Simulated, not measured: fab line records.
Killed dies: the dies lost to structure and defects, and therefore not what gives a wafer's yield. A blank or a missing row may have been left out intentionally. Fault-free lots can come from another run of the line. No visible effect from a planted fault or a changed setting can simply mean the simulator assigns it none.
fab line records	flow nand-harc
record: lots: 12	wafers: 36	last-day: 34
route steps=1302 shown P_GATE@138 P_CONTACT@233 END@1302
lots that met no fault: from a run of the same line without faults
start-h: the number of hours between the record's first day and the start of the first shown wafer of the lot	wait-h: hours elapsed since this lot's preceding step	" as in the row above	L1.1+2: a single row standing in for several wafers	- value missing, or start not given	* or withheld: withheld	< > ~ a bound
route shown NAME@n: NAME is a module with steps in the file, n the number in the route of the first one	usual: mean/standard deviation of fault-free wafers	same: alike in all rows	chamber/n: place in a boat	sites: the reading at each site	_std_site: their standard deviation	_edge_site: the outer-site mean with the inner-site mean subtracted	radius-mm: how far each site lies from the wafer's centre	mask NAME#n: copy n	behind: the tool/chamber that last shaped the wafer	hold: cause of the lot's hold/its duration in hours/its outcome	device: the n, p or np transistor that did not switch	end of line: at the end of the route, the tests of the same wafers	for a step that has no rows: nothing shown but its recipe	killed: not the wafer's yield, but the dies lost to structure and defects at the first sort	map: the dies of a wafer, with x for killed, . for not killed, _ for no die there
set.NAME: setting as actually run; set.NAME@STEP: the setting as run at that earlier step	model.NAME: the simulator's own value behind a step, which no gauge read
a sample of lots followed through the steps of the route, with each step as a table and each wafer as a row
services: when a tool's chamber went out of use (start-h, in hours from the record's first day, below 0 if earlier), for how many hours, and the reason
== steps ==
step: NHARC_P_GATE_EXPOSE_23
recipe: na: 1.35	target-cd-nm: 120	dose-mj: 93.91	mask-id: P_GATE
lot.wafer	tool	chamber	start-h	wait-h	mask
L217.3+4+6	arfi-scanner-03	0	101.54	-	P_GATE#0
L218.1+2+4	arfi-scanner-01	0	105.36	-	P_GATE#0
L221.2+3+4	arfi-scanner-03	0	142.45	-	P_GATE#0
L223.3+4+5	arfi-scanner-01	0	157.65	-	P_GATE#0
L226.1+2+6	arfi-scanner-03	0	187.68	-	P_GATE#0
L227.1+3+6	arfi-scanner-03	0	193.66	-	P_GATE_R1#0
L228.1+2+5	arfi-scanner-02	0	208.18	-	P_GATE#0
L232.2+3+4	arfi-scanner-03	0	245.68	-	P_GATE#0
L237.1+2+4	arfi-scanner-02	0	295.73	-	P_GATE#0
L238.1+3+5	arfi-scanner-02	0	304.18	-	P_GATE#0
L239.2+5+6	arfi-scanner-03	0	321.64	-	P_GATE#0
L240.1+4+5	arfi-scanner-03	0	323.41	-	P_GATE#0
step: NHARC_P_GATE_CD_MEAS_26
recipe: target-cd-nm: 120	landing-energy-ev: 500
usual: cd-nm: 119.9/0.45
lot.wafer	tool	chamber	start-h	wait-h	cd-nm
L217.3	cd-sem-03	0	101.68	-	120.5
L217.4	"	0	"	"	120.7
L217.6	"	0	"	"	119.9
L218.1	cd-sem-01	0	105.50	-	120.2
L218.2	"	0	"	"	120.0
L218.4	"	0	"	"	120.4
L221.2	cd-sem-03	0	142.59	-	120.7
L221.3	"	0	"	"	119.5
L221.4	"	0	"	"	119.7
L223.3	cd-sem-03	0	157.79	-	119.7
L223.4	"	0	"	"	120.2
L223.5	"	0	"	"	119.8
L226.1	cd-sem-02	0	187.83	-	119.6
L226.2	"	0	"	"	119.6
L226.6	"	0	"	"	120.0
L227.1	cd-sem-03	0	193.80	-	105.9
L227.3	"	0	"	"	105.8
L227.6	"	0	"	"	105.2
L228.1	cd-sem-01	0	208.32	-	119.7
L228.2	"	0	"	"	119.3
L228.5	"	0	"	"	119.3
L232.2	cd-sem-02	0	245.81	-	119.0
L232.3	"	0	"	"	119.8
L232.4	"	0	"	"	119.9
L237.1	cd-sem-03	0	295.87	-	120.2
L237.2	"	0	"	"	119.8
L237.4	"	0	"	"	119.9
L238.1	cd-sem-02	0	304.32	-	120.1
L238.3	"	0	"	"	119.7
L238.5	"	0	"	"	120.0
L239.2	cd-sem-03	0	321.78	-	119.9
L239.5	"	0	"	"	119.8
L239.6	"	0	"	"	120.1
L240.1	cd-sem-01	0	323.55	-	119.5
L240.4	"	0	"	"	119.7
L240.5	"	0	"	"	119.5
step: NHARC_P_GATE_DESCUM_31
recipe: time-s: 3	o2-flow-sccm: 200	ar-flow-sccm: 0	bias-power-w: 0	chemistry: O2
usual: drypump-motor-current-A: 5.6/0.34	oes-product-au: 0.998/0.0077	rf-vpp-V: 57.8/0.87	showerhead-plenum-p-Torr: 1.93/0.079	throttle-valve-pct: 11.310/0.01
lot.wafer	tool	chamber	start-h	wait-h	drypump-motor-current-A	oes-product-au	rf-hours-counter-h	rf-vpp-V	showerhead-plenum-p-Torr	throttle-valve-pct
L217.3	rie-diel-01	1	101.87	0.1	5.3	0.997	4.4	58.3	2.02	11.313
L217.4	"	2	"	"	5.7	0.999	4.7	59.6	1.89	11.310
L217.6	"	3	"	"	5.8	1.009	-	57.8	2.03	11.330
L218.1	rie-diel-11	2	105.69	0.1	5.9	0.998	1.4	58.3	1.84	11.317
L218.2	"	3	"	"	5.4	0.993	1.5	57.7	1.85	11.311
L218.4	"	1	"	"	5.9	0.984	1.0	56.8	1.91	11.332
L221.2	rie-diel-01	0	142.77	0.1	4.9	0.996	6.9	56.9	2.04	11.305
L221.4	"	1	"	"	5.4	0.993	6.6	58.7	2.02	11.318
L221.3	"	2	"	"	5.6	0.990	8.1	58.8	1.89	11.318
L223.4	rie-diel-11	2	157.99	0.1	5.9	0.988	3.9	57.2	1.84	11.312
L223.3	"	3	"	"	5.4	0.985	3.9	56.3	1.85	11.313
L223.5	"	0	"	"	5.9	0.996	-	57.8	1.93	11.312
L226.1	rie-diel-03	3	188.01	0.1	5.1	1.006	4.5	57.5	1.93	11.308
L226.2	"	1	"	"	6.0	0.989	4.4	58.2	1.84	11.300
L226.6	"	0	"	"	5.3	1.001	-	57.6	1.87	11.321
L227.1	rie-diel-03	1	193.99	0.1	6.0	1.008	4.5	57.4	1.84	11.297
L227.3	"	3	"	"	5.1	1.011	4.6	56.2	1.93	11.318
L227.6	"	0	"	"	5.3	1.000	-	58.1	1.87	11.303
L228.1	rie-diel-11	2	208.52	0.1	5.8	0.995	6.2	57.4	1.84	11.289
L228.2	"	3	"	"	5.4	0.986	4.5	57.4	1.85	11.311
L228.5	"	1	"	"	5.9	0.982	-	57.4	1.90	11.302
L232.2	rie-diel-01	3	246.00	0.1	5.7	0.985	1.4	58.8	2.03	11.308
L232.4	"	0	"	"	4.9	0.990	1.7	59.2	2.04	11.311
L232.3	"	1	"	"	5.4	0.996	1.7	57.8	2.02	11.295
L237.1	rie-diel-03	2	296.06	0.1	5.3	0.997	0.1	57.7	1.79	11.341
L237.4	"	3	"	"	5.1	1.008	0.1	56.8	1.93	11.318
L237.2	"	0	"	"	5.3	0.998	0.2	56.9	1.87	11.304
L238.3	rie-diel-01	0	304.52	0.1	4.9	0.987	6.0	58.6	2.04	11.291
L238.1	"	1	"	"	5.4	1.004	5.3	57.9	2.02	11.311
L238.5	"	2	"	"	5.6	0.984	-	56.6	1.89	11.319
L239.2	rie-diel-01	3	321.97	0.1	5.8	1.010	7.1	58.0	2.02	11.322
L239.5	"	2	"	"	5.6	0.991	-	58.2	1.89	11.317
L239.6	"	3	"	"	5.7	1.008	-	58.1	2.02	11.312
L240.1	rie-diel-01	3	323.75	0.1	5.7	0.995	7.1	56.2	2.02	11.305
L240.4	"	0	"	"	4.9	0.995	7.3	58.7	2.03	11.310
L240.5	"	3	"	"	5.8	1.003	-	59.1	2.02	11.311
step: NHARC_P_CONTACT_OVL_MEAS_13
usual: overlay-x-nm: 0.0/0.69	overlay-y-nm: 0.1/0.85
lot.wafer	tool	chamber	start-h	wait-h	overlay-x-nm	overlay-y-nm
L217.3	overlay-01	-	122.04	-	-0.7	0.2
L217.4	"	-	"	"	-0.9	0.7
L217.6	"	-	"	"	-1.2	0.1
L218.1	overlay-02	-	125.62	-	-0.9	-0.3
L218.2	"	-	"	"	-1.0	-0.4
L218.4	"	-	"	"	-1.0	-1.3
L221.2	overlay-02	-	163.22	-	0.6	-0.3
L221.3	"	-	"	"	0.0	-0.5
L221.4	"	-	"	"	-0.4	-0.2
L223.3	overlay-01	-	177.69	-	-1.0	-0.1
L223.4	"	-	"	"	-0.6	0.8
L223.5	"	-	"	"	-0.5	-0.2
L226.1	overlay-01	-	207.81	-	0.1	1.7
L226.2	"	-	"	"	0.3	1.8
L226.6	"	-	"	"	0.6	1.6
L227.1	overlay-02	-	213.73	-	1.1	-1.4
L227.3	"	-	"	"	1.3	-1.1
L227.6	"	-	"	"	1.5	-0.9
L228.1	overlay-01	-	228.50	-	0.4	0.0
L228.2	"	-	"	"	0.2	0.1
L228.5	"	-	"	"	0.5	-0.2
L232.2	overlay-02	-	266.62	-	0.9	0.2
L232.3	"	-	"	"	0.7	0.6
L232.4	"	-	"	"	0.3	0.6
L237.1	overlay-01	-	316.18	-	1.3	0.4
L237.2	"	-	"	"	0.8	0.3
L237.4	"	-	"	"	1.2	0.7
L238.1	overlay-01	-	324.44	-	0.3	0.6
L238.3	"	-	"	"	0.2	0.5
L238.5	"	-	"	"	0.1	0.5
L240.1	overlay-02	-	343.39	-	-0.4	-0.1
L240.4	"	-	"	"	0.5	-0.4
L240.5	"	-	"	"	0.0	-0.4
L239.2	overlay-01	-	344.24	-	-0.1	1.0
L239.5	"	-	"	"	-0.2	1.5
L239.6	"	-	"	"	0.2	1.3
step: NHARC_P_CONTACT_CVD_23
recipe: target-thk-a: 2000	temp-c: 300	pressure-torr: 40	wf6-flow-sccm: 40	h2-flow-sccm: 1600	ar-flow-sccm: 1560	time-s: 557	material: W
usual: heater-power-w: 455/55	mfc-wf6-sccm: 40.01/0.12	throttle-valve-pct: 8.2/0.31
lot.wafer	tool	chamber	start-h	wait-h	heater-power-w	mfc-wf6-sccm	throttle-valve-pct
L217.4	cvd-w-02	0	-	-	364	39.94	8.4
L217.3	"	1	"	"	487	40.04	8.3
L217.6	"	0	"	"	368	40.12	8.3
L218.1	cvd-w-01	0	-	-	478	40.08	7.6
L218.2	"	1	"	"	506	40.00	8.0
L218.4	"	0	"	"	496	40.09	7.7
L221.2	cvd-w-01	1	-	-	525	39.94	8.0
L221.4	"	1	"	"	512	39.94	8.0
L221.3	"	0	"	"	497	39.83	7.7
L223.4	cvd-w-02	0	-	-	366	40.03	8.8
L223.3	"	1	"	"	494	39.94	8.3
L223.5	"	0	"	"	369	40.07	8.6
L226.2	cvd-w-01	1	-	-	511	40.08	8.3
L226.1	"	0	"	"	483	40.02	7.7
L226.6	"	0	"	"	470	39.93	7.7
L227.1	cvd-w-02	0	-	-	377	40.08	8.6
L227.3	"	0	"	"	379	39.96	8.4
L227.6	"	0	"	"	372	39.94	8.3
L228.1	cvd-w-01	0	-	-	471	39.89	7.8
L228.2	"	1	"	"	506	39.76	8.1
L228.5	"	1	"	"	504	39.97	7.8
L232.2	cvd-w-02	0	-	-	382	40.12	8.6
L232.4	"	1	"	"	494	40.08	8.8
L232.3	"	0	"	"	363	39.81	8.5
L237.1	cvd-w-02	1	-	-	463	39.79	8.3
L237.2	"	0	"	"	374	39.88	8.6
L237.4	"	1	"	"	474	39.95	8.4
L238.1	cvd-w-01	0	-	-	474	39.85	7.8
L238.3	"	1	"	"	518	40.02	8.0
L238.5	"	0	"	"	473	39.96	8.0
L240.1	cvd-w-02	0	-	-	380	39.93	8.4
L240.4	"	0	"	"	374	39.90	8.4
L240.5	"	1	"	"	454	40.14	8.1
L239.2	cvd-w-02	1	-	-	464	39.91	8.2
L239.5	"	0	"	"	372	40.00	8.3
L239.6	"	1	"	"	466	39.99	8.6
step: NHARC_END_SORT_01
recipe: temp-c: 25
usual: killed-at-array: 53/21	killed-at-other: 1.0/1.3	killed-at-periphery: 3.8/2.4	killed-dies: 58/21	killed-open: 3.4/1.9	killed-short: 2.4/1.5
same: gross-dies: 677
lot.wafer	tool	chamber	start-h	wait-h	killed-at-array	killed-at-other	killed-at-periphery	killed-dies	killed-open	killed-short
L227.1	prober-02	0	677.03	2.5	47	1	33	81	2	3
L227.3	prober-02	0	678.64	3.1	56	1	9	66	3	4
L227.6	prober-02	0	681.05	4.0	74	2	34	110	1	3
killed by level:class
L227.1 P_GATE:area-expose=31 A_SLIT:chamber-film-flake=18 A_CHANNEL_HOLE_D1:chamber-film-flake=16 A_WL_FILL:chamber-film-flake=2 A_M1:chamber-film-flake=2 P_CONTACT:geometric-particle:open=1 A_ONON_D1:geometric-particle:short=1 A_DECK1_JOINT:geometric-particle:short=1
L227.3 A_SLIT:chamber-film-flake=23 A_CHANNEL_HOLE_D1:chamber-film-flake=16 P_GATE:area-expose=9 A_CONTACT:chamber-film-flake=6 A_ONON_D1:geometric-particle:short=1 A_CHANNEL_FILL_D1:geometric-particle:short=1 A_ONON_D2:geometric-particle:open=1 A_SGD_CUT:geometric-particle:open=1
L227.6 A_CHANNEL_HOLE_D1:chamber-film-flake=36 P_GATE:area-expose=31 A_SLIT:chamber-film-flake=24 A_CONTACT:chamber-film-flake=5 A_M0:geometric-particle:short=2 A_DECK1_JOINT:chamber-film-flake=2 A_STAIRCASE:chamber-film-flake=2 A_SGD_CUT:chamber-film-flake=2
== services ==
tool	chamber	start-h	hours	kind
rie-diel-11	-	78.53	9.0	pm
rie-diel-01	3	87.55	2.7	repair
cvd-w-02	-	88.00	13.0	pm
arfi-scanner-02	-	100.91	1.2	repair
rie-diel-03	-	104.30	9.0	pm
arfi-scanner-03	-	110.99	0.5	repair
arfi-scanner-02	-	140.01	4.0	pm
rie-diel-03	2	140.20	8.8	repair
rie-diel-03	0	140.22	7.3	repair
arfi-scanner-03	-	177.18	0.9	repair
rie-diel-11	1	179.52	4.2	repair
arfi-scanner-02	-	181.51	1.0	repair
cvd-w-01	-	185.36	13.0	pm
arfi-scanner-03	-	196.00	4.0	pm
rie-diel-01	-	196.79	0.6	repair
arfi-scanner-03	-	203.49	1.1	repair
rie-diel-01	-	203.83	9.0	pm
rie-diel-01	3	260.05	2.4	repair
cvd-w-02	-	269.50	13.0	pm
rie-diel-01	0	271.69	7.7	repair
arfi-scanner-03	-	306.97	0.4	repair
rie-diel-01	-	321.52	0.3	repair
arfi-scanner-03	-	332.64	0.9	repair
rie-diel-01	-	346.65	0.7	repair
== key ==
first-sign: step: NHARC_P_GATE_EXPOSE_23	reading: mask	direction: changed
effect: step: NHARC_P_GATE_CD_MEAS_26	reading: cd-nm	direction: down	sigmas: 31	usual: 119.9	struck: 105.6
effect: step: NHARC_END_SORT_01	reading: killed-at-periphery	direction: up	sigmas: 9	usual: 3.8	struck: 25.3
met-at NHARC_P_GATE_EXPOSE_23
struck-lots L227
tester-left-out L227
not-acting-at NHARC_P_GATE_DESCUM_31,NHARC_P_CONTACT_OVL_MEAS_13,NHARC_P_CONTACT_CVD_23
onset-between 187.68 193.66
fault: kind: wrong-mask	tool: any	chamber: -	onset-h: 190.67	steps: NHARC_P_GATE_EXPOSE_23	aux-copy: P_GATE_R1#0	cd-offset-nm: -14.326	scope: struck-lots-only
tester-left-out: of these lots the tester's yield and bins aren't shown, on N5 and GAA mostly nor the transistor test; their killed dies are dies lost to structure and defects alone, not to doping, threshold or leakage, so they don't give the yield
